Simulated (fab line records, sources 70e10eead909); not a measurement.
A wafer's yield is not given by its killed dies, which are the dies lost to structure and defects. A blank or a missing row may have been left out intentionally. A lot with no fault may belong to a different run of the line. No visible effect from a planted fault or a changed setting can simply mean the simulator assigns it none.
Problem report in the 8D (eight disciplines) form, filled by code + flow nand_harc + the parts of the form that need people (team, actions taken, sign-off) are left out

== 1. WHAT WENT WRONG ==
oes_product_au at NHARC_A_STAIRCASE_TRIM_12 reads a mean of 1.219 a.u. on 1 wafer of 1 lot; wafers without a fault read 1.000 a.u. with a standard deviation of 0.01. That puts it +22 standard deviations away from the usual mean.
The step: chemistry O2, time 211.2 s.
Seen first at day 12 19:59 on rie_diel-11, wafer L755.1. At this step, 31 wafers from 11 lots have a number in the record. Rule for "out", or "out of limits": more than 4 standard deviations from the usual mean. All remaining wafers that have a number are taken as sound.

== 2. WHAT THIS IS AND IS NOT ==
| question                    | is                     | is not                                                                                                  |
|-----------------------------|------------------------|---------------------------------------------------------------------------------------------------------|
| which readings at this step | oes_product_au         | drypump_motor_current_A, rf_vpp_V, showerhead_plenum_p_Torr, throttle_valve_pct                         |
| which lots                  | L755                   | L749, L752, L754, L759, L763, L764, L767, L768, L769, L771                                              |
| which wafers of those lots  | all that have a number | -                                                                                                       |
| read on which tools         | rie_diel-11            | rie_diel-02, rie_diel-05                                                                                |
| when                        | from day 12 19:59      | up to then (9 sound wafers); but 21 sound wafers of L759, L763, L764, L767, L768, L769, L771 came after |

== 3. THE SUSPECTS, EACH WITH WHAT RULES IT OUT ==
Counting: a tool stays on the suspect list if, at a process step up to the reading, it processed all lots that are out and no sound lot following the first of them.
- rie_diel-05 at NHARC_A_STAIRCASE_ETCH_169 (etches the open film in CH3F/O2, target depth 50 nm, time 107.1 s): ruled out as a lasting fault. Sound lots L764 ran on it after its first lot that is out, L755 (day 12 18:07).
- rie_diel-05 at NHARC_A_STAIRCASE_ETCH_170 (etches the open film in C4F6/O2, target depth 200 nm, time 66.667 s): ruled out as a lasting fault. Sound lots L764 ran on it after its first lot that is out, L755 (day 12 19:59). Because NHARC_A_STAIRCASE_ETCH_170 lacks a start for some lots, the hours and order of its lots are taken from NHARC_A_STAIRCASE_TRIM_12.
- rie_diel-11 at NHARC_A_STAIRCASE_TRIM_12 (chemistry O2, time 211.2 s): ruled out as a lasting fault. Sound lots L769 ran on it after its first lot that is out, L755 (day 12 19:59).
Left after counting: nothing in the record.

== 4. THE CAUSE (what the simulator had put in) ==
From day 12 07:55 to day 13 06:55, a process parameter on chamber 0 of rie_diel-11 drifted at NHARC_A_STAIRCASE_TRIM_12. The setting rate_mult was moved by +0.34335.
Counting ruled it out, wrongly.

== 5. SEQUENCE OF EFFECTS, ordered by route ==
Rows list readings where the struck wafers' mean (over those with a number) sits beyond 3 standard deviations from the usual. Only readings for which the record gives a usual standard deviation are gone through. hours: the time from each lot's start at the first step in this table that gives one to its start at this step, as a median over the lots. sigmas: the change in usual standard deviations.
| hours | step                      | reading        | usual      | on struck wafers | change | sigmas |
|-------|---------------------------|----------------|------------|------------------|--------|--------|
| 0     | NHARC_A_STAIRCASE_TRIM_12 | oes_product_au | 1.000 a.u. | 1.219            | +0.219 | +22    |
It contains these process steps:
- NHARC_A_STAIRCASE_TRIM_12: chemistry O2, time 211.2 s.

== 6. WHAT WOULD HAVE CAUGHT IT SOONER ==
The fault began at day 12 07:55; the first out-of-limits reading in this record came at day 12 19:59, 12 hours later.
